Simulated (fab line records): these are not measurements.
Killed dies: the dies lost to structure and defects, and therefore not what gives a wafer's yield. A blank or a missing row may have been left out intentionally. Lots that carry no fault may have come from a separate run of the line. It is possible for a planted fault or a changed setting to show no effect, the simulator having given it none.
What tool caused it? + flow nand_harc + 12 lots with 36 wafers sampled at 5 steps, on a route of 1302 steps

== WHAT THE GAUGES SHOWED, per wafer ==
NHARC_END_SORT_01. Usual: for defect_limited_yield, 91 % with a standard deviation of 3.1; for killed_at_array, 56 with a standard deviation of 21; for killed_at_other, 1.2 with a standard deviation of 1.6; for killed_at_periphery, 3.7 with a standard deviation of 2.5; for killed_dies, 61 with a standard deviation of 21; for killed_open, 3.1 with a standard deviation of 1.8; for killed_short, 2.8 with a standard deviation of 1.7.
| lot  | measured     | on        | defect_limited_yield (%) | killed_at_array | killed_at_other | killed_at_periphery | killed_dies | killed_open | killed_short | flag |
|------|--------------|-----------|--------------------------|-----------------|-----------------|---------------------|-------------|-------------|--------------|------|
| L538 | day 26 09:13 | prober-02 | 96 96 94                 | 23 23 30        | 0 0 1           | 4 4 7               | 27 27 38    | 8 3 7       | 3 4 2        |      |
| L548 | day 29 22:19 | prober-02 | 97                       | 22              | 0               | 1                   | 23          | 7           | 2            |      |

== EACH LOT AND THE TOOL THAT RAN IT (in order: tool; ch and the chambers of the sampled wafers; start) ==
| lot  | NHARC_P_CONTACT_ALD_22              | NHARC_P_M0_ETCH_34                 | NHARC_P_M0_ETCH_15                            | NHARC_P_M0_PVD_21                       |
|------|-------------------------------------|------------------------------------|-----------------------------------------------|-----------------------------------------|
| L535 | ald_metal-04 ch 0,2,3, day 6 13:33  | rie_diel-07 ch 0,2,3, day 6 15:52  | rie_diel-07 ch 0,1,3, no start                | pvd_sputter-02, no start                |
| L537 | ald_metal-01 ch 0,1,3, day 6 18:13  | rie_diel-02 ch 0,1,2, day 6 20:31  | rie_diel-02 ch 0,1,2, no start                | pvd_sputter-02, no start                |
| L538 | ald_metal-01 ch 1,2, day 6 23:45    | rie_diel-02 ch 0,1,2, day 7 02:44  | rie_diel-02 ch 0,2,3, day 26 09:13 or earlier | pvd_sputter-01, day 26 09:13 or earlier |
| L539 | ald_metal-01 ch 1,2,3, day 7 14:16  | rie_diel-07 ch 0,1,2, day 7 16:43  | rie_diel-07 ch 0,1, no start                  | pvd_sputter-03, no start                |
| L540 | ald_metal-03 ch 1,2, day 8 08:55    | rie_diel-02 ch 1,2, day 8 11:23    | rie_diel-02 ch 1,2, no start                  | pvd_sputter-02, no start                |
| L544 | ald_metal-03 ch 0,3, day 9 15:59    | rie_diel-02 ch 0,1,2, day 9 18:28  | rie_diel-02 ch 0,3, no start                  | pvd_sputter-01, no start                |
| L546 | ald_metal-03 ch 0,1,3, day 10 14:34 | rie_diel-02 ch 0,3, day 10 17:05   | rie_diel-02 ch 1,2, no start                  | pvd_sputter-03, no start                |
| L548 | ald_metal-03 ch 0,2,3, day 11 22:40 | rie_diel-02 ch 0,3, day 12 01:04   | rie_diel-02 ch 0,1,3, day 29 22:19 or earlier | pvd_sputter-03, day 29 22:19 or earlier |
| L551 | ald_metal-01 ch 0,1,3, day 12 18:54 | rie_diel-02 ch 1,2,3, day 12 21:20 | rie_diel-02 ch 0,1,3, no start                | pvd_sputter-01, no start                |
| L556 | ald_metal-04 ch 2,3, day 14 07:49   | rie_diel-02 ch 0,1,3, day 14 10:14 | rie_diel-02 ch 0,1, no start                  | pvd_sputter-01, no start                |
| L555 | ald_metal-01 ch 0,1,3, day 14 08:27 | rie_diel-02 ch 0,1,2, day 14 10:52 | rie_diel-02 ch 0,1,3, no start                | pvd_sputter-03, no start                |
| L557 | ald_metal-04 ch 1,2,3, day 14 20:01 | rie_diel-02 ch 0,1,2, day 14 22:18 | rie_diel-02 ch 1,2,3, no start                | pvd_sputter-01, no start                |
- NHARC_P_CONTACT_ALD_22: deposits TiN, target thk 3 nm, pulse time 1 s, ald cycles 150.
- NHARC_P_M0_ETCH_34: etches the open film in N2/H2, target depth 40 nm, overetch 12 nm, time 43.94 s.
- NHARC_P_M0_ETCH_15: etches the open film in C4F8/Ar, target depth 150 nm, overetch 15 nm, time 82.5 s.
- NHARC_P_M0_PVD_21: deposits Cu, target thk 30 nm, time 20.49 s.

== WHAT THE TOOLS THEMSELVES READ (means of the sampled wafers that have a number; where no wafer has one, the mark that the record gives instead) ==
NHARC_P_CONTACT_ALD_22. Usual: heater_power_w 1062 W, standard deviation 100; precursor_pulse_height_rel 0.998, standard deviation 0.02.
| lot  | tool         | heater_power_w (W) | precursor_pulse_height_rel | flag |
|------|--------------|--------------------|----------------------------|------|
| L535 | ald_metal-04 | 984                | 0.997                      |      |
| L537 | ald_metal-01 | 1105               | 1.007                      |      |
| L538 | ald_metal-01 | 1101               | 1.009                      |      |
| L539 | ald_metal-01 | 1072               | 0.994                      |      |
| L540 | ald_metal-03 | 1067               | 0.990                      |      |
| L544 | ald_metal-03 | 1077               | 0.989                      |      |
| L546 | ald_metal-03 | 1061               | 0.990                      |      |
| L548 | ald_metal-03 | 1010               | 1.001                      |      |
| L551 | ald_metal-01 | 1124               | 1.007                      |      |
| L556 | ald_metal-04 | 1006               | 1.004                      |      |
| L555 | ald_metal-01 | 1111               | 1.001                      |      |
| L557 | ald_metal-04 | 998                | 1.010                      |      |

NHARC_P_M0_ETCH_34. Usual: drypump_motor_current_A 6.08 A, standard deviation 0.27; oes_product_au 1.003 a.u., standard deviation 0.0079; rf_vpp_V 429 V, standard deviation 3.7; run_length_s 65.3 s, standard deviation 0.43; showerhead_plenum_p_Torr 1.99 Torr, standard deviation 0.13; throttle_valve_pct 14.171 %, standard deviation 0.0094.
| lot  | tool        | drypump_motor_current_A (A) | oes_product_au (a.u.) | rf_vpp_V (V) | run_length_s (s) | showerhead_plenum_p_Torr (Torr) | throttle_valve_pct (%) | flag |
|------|-------------|-----------------------------|-----------------------|--------------|------------------|---------------------------------|------------------------|------|
| L535 | rie_diel-07 | 6.06                        | 1.003                 | 431          | 65.2             | 2.05                            | 14.166                 |      |
| L537 | rie_diel-02 | 6.23                        | 1.003                 | 428          | 65.3             | 1.97                            | 14.171                 |      |
| L538 | rie_diel-02 | 6.21                        | 1.003                 | 429          | 65.4             | 1.97                            | 14.173                 |      |
| L539 | rie_diel-07 | 5.92                        | 1.004                 | 430          | 65.5             | 1.96                            | 14.172                 |      |
| L540 | rie_diel-02 | 6.28                        | 0.992                 | 431          | 65.5             | 2.06                            | 14.166                 |      |
| L544 | rie_diel-02 | 6.23                        | 0.997                 | 429          | 65.4             | 1.97                            | 14.168                 |      |
| L546 | rie_diel-02 | 6.01                        | 1.011                 | 426          | 65.0             | 1.89                            | 14.185                 |      |
| L548 | rie_diel-02 | 6.04                        | 1.002                 | 426          | 65.3             | 1.88                            | 14.171                 |      |
| L551 | rie_diel-02 | 6.01                        | 1.008                 | 431          | 65.3             | 2.08                            | 14.166                 |      |
| L556 | rie_diel-02 | 5.97                        | 0.999                 | 428          | 61.4             | 1.99                            | 14.163                 | OFF  |
| L555 | rie_diel-02 | 6.20                        | 1.002                 | 432          | 57.1             | 2.07                            | 14.159                 | OFF  |
| L557 | rie_diel-02 | 6.21                        | 1.008                 | 432          | 61.0             | 2.07                            | 14.177                 | OFF  |

NHARC_P_M0_ETCH_15. Usual: oes_product_au 0.965 a.u., standard deviation 0.018; rf_vpp_V 440 V, standard deviation 3.7; run_length_s 103.9 s, standard deviation 0.41.
| lot  | tool        | oes_product_au (a.u.) | rf_vpp_V (V) | run_length_s (s) | flag |
|------|-------------|-----------------------|--------------|------------------|------|
| L535 | rie_diel-07 | 0.946                 | 440          | 103.6            |      |
| L537 | rie_diel-02 | 0.963                 | 439          | 103.9            |      |
| L538 | rie_diel-02 | 0.977                 | 439          | 103.6            |      |
| L539 | rie_diel-07 | 0.979                 | 438          | 103.7            |      |
| L540 | rie_diel-02 | 0.957                 | 439          | 104.2            |      |
| L544 | rie_diel-02 | 0.979                 | 437          | 103.5            |      |
| L546 | rie_diel-02 | 0.967                 | 445          | 104.2            |      |
| L548 | rie_diel-02 | 0.961                 | 439          | 103.9            |      |
| L551 | rie_diel-02 | 0.969                 | 440          | 103.9            |      |
| L556 | rie_diel-02 | 0.977                 | 439          | 104.0            |      |
| L555 | rie_diel-02 | 0.978                 | 439          | 103.9            |      |
| L557 | rie_diel-02 | 0.976                 | 442          | 104.0            |      |

NHARC_P_M0_PVD_21. Usual: throttle_valve_pct at 30.6 %, with a standard deviation of 1.2.
| lot  | tool           | throttle_valve_pct (%) | flag |
|------|----------------|------------------------|------|
| L535 | pvd_sputter-02 | 29.5                   |      |
| L537 | pvd_sputter-02 | 29.3                   |      |
| L538 | pvd_sputter-01 | 31.3                   |      |
| L539 | pvd_sputter-03 | 29.8                   |      |
| L540 | pvd_sputter-02 | 29.6                   |      |
| L544 | pvd_sputter-01 | 30.2                   |      |
| L546 | pvd_sputter-03 | 30.2                   |      |
| L548 | pvd_sputter-03 | 30.4                   |      |
| L551 | pvd_sputter-01 | 31.3                   |      |
| L556 | pvd_sputter-01 | 31.4                   |      |
| L555 | pvd_sputter-03 | 30.4                   |      |
| L557 | pvd_sputter-01 | 32.6                   |      |

== THE ANSWER, worked out from the rows above alone ==
Rule: lot off if the mean of its wafers having a number is beyond 3 standard deviations from the usual mean. Also off: a lot with no number at a reading for which 4 or more lots have one. All remaining lots with rows at the step are treated as sound. The gauges are gone through in route order, then the tools' own readings, and for those a lot's mean is taken as printed above. At the first step where some lot is off, the reading lying furthest off is the one used; lots without a number count as furthest.
Off at NHARC_P_M0_ETCH_34 (run_length_s): L556, L555, L557.
A tool fits if, at that step or a process step before it, it ran every lot that is off, and no sound lot after the first of them. One candidate fits, namely rie_diel-02 at NHARC_P_M0_ETCH_34. A fault onset in the window from L551 (day 12 21:20, its last sound lot) to L556 (day 14 10:14, its first lot off) fits.
On the lots that are off, the tool's own readings at NHARC_P_M0_ETCH_34 differ by more than 5 times the standard deviation of the sound lots' means, which bears it out; run_length_s reads 59.8 s there versus 65.3 s on the sound lots.

== WHAT HAD BEEN PUT IN BY THE SIMULATOR ==
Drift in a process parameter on rie_diel-02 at NHARC_P_M0_ETCH_34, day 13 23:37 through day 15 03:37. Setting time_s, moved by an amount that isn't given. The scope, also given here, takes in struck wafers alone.
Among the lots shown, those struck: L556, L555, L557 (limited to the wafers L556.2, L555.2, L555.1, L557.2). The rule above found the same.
